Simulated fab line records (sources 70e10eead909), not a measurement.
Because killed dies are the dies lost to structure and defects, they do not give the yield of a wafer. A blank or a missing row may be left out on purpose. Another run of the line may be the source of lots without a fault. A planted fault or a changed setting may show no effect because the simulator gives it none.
Problem report, 8D (eight disciplines) form, completed by code + flow nand harc + the parts of the form that need people (team, actions taken, sign-off) are left out

== 1. WHAT WENT WRONG ==
Mean of defect limited yield at NHARC_END_SORT_01: 0 % across 3 wafers in 3 lots; on wafers with no fault it is 90 % (standard deviation 3.8). Relative to the usual mean, that is a shift of -24 standard deviations.
First observed at day 31 19:25: wafer L902.2, on prober-01. Wafers with a number at this step in the record: 11, from 4 lots. By rule, "out" or "out of limits" means more than 4 standard deviations away from the usual mean. The other wafers with a number count as sound.

== 2. WHAT THIS IS AND IS NOT ==
| question                    | is                                                 | is not                                                                         |
|-----------------------------|----------------------------------------------------|--------------------------------------------------------------------------------|
| which readings at this step | defect limited yield, killed at array, killed dies | killed open, killed short                                                      |
| which lots                  | L902, L903, L904                                   | L893                                                                           |
| which wafers of those lots  | L902.2, L903.2, L904.3                             | L902.5, L903.1, L903.4, L904.4, L904.6                                         |
| read on which gauges        | prober-01, prober-02                               | -                                                                              |
| when                        | from day 31 19:25                                  | up to then (4 sound wafers); but 4 sound wafers of L902, L903, L904 came after |

== 3. WHAT RULES OUT EACH SUSPECT ==
Counting: any tool at a process step up to the reading remains a suspect provided it ran every lot that is out. Sound lots after the first of them don't rule it out here, since some wafers of a struck lot are sound.
- the gauge at NHARC_END_SORT_01 is ruled out. 2 gauges (prober-01, prober-02) read the wafers that are out.
- rie diel-03 at NHARC_A_BONDPAD_DESCUM_11 (chemistry O2, time 3 s): kept. It processed each lot that is out (first: L902, day 30 06:57); up to then, its last sound lot is L893 (day 26 12:56).
- rie diel-03 at NHARC_A_BONDPAD_ETCH_12 (etches the open film in CHF3/O2, target depth 220 nm, time 110 s): kept. It processed each lot that is out (first: L902, day 30 07:07); up to then, its last sound lot is L893 (day 26 13:07). Its own readings are out on those wafers: run length s.
Remaining after the count are rie diel-03 at NHARC_A_BONDPAD_DESCUM_11 and rie diel-03 at NHARC_A_BONDPAD_ETCH_12.

== 4. THE CAUSE (what the simulator had put in) ==
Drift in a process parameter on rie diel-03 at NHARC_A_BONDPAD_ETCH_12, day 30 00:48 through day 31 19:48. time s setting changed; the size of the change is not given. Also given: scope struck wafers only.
Counting leaves 2 suspects; this tool is one of them.

== 5. THE CHAIN OF EFFECTS, in route order ==
Each row: a reading where the mean over the struck wafers with a number is more than 3 standard deviations away from the usual. Scope: only readings with a usual standard deviation given in the record; hours: median across lots of the time from each lot's start at the first step in this table that gives one to its start at this step; sigmas: change in usual standard deviations.
| hours | step                    | reading              | usual   | on struck wafers | change | sigmas |
|-------|-------------------------|----------------------|---------|------------------|--------|--------|
| 0     | NHARC_A_BONDPAD_ETCH_12 | run length s         | 131.2 s | 113.5            | -17.7  | -46    |
| 36    | NHARC_END_SORT_01       | defect limited yield | 90 %    | 0                | -90    | -24    |
| 36    | NHARC_END_SORT_01       | killed at array      | 61      | 669              | +608   | +23    |
| 36    | NHARC_END_SORT_01       | killed dies          | 66      | 677              | +611   | +24    |
Process steps it contains:
- NHARC_A_BONDPAD_ETCH_12: etches the open film in CHF3/O2, target depth 220 nm, time 110 s.
Readings that are blank on the struck wafers while sound wafers have them: rf fwd power W at NHARC_A_BONDPAD_ETCH_12.

== 6. WHAT WOULD HAVE CAUGHT IT SOONER ==
The first out-of-limits reading at a measuring or inspecting step in this record came at day 31 19:25, 43 hours after the fault's start at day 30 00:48.
At NHARC_A_BONDPAD_ETCH_12, the tool's own readings (run length s) were out on each struck wafer the step has a row for, so an alarm limit on them would have fired on the first such wafer.
By day 31 19:25, every lot that is out (3) had started NHARC_A_BONDPAD_ETCH_12 on rie diel-03. None of them would have been spared by holding the tool at that moment.
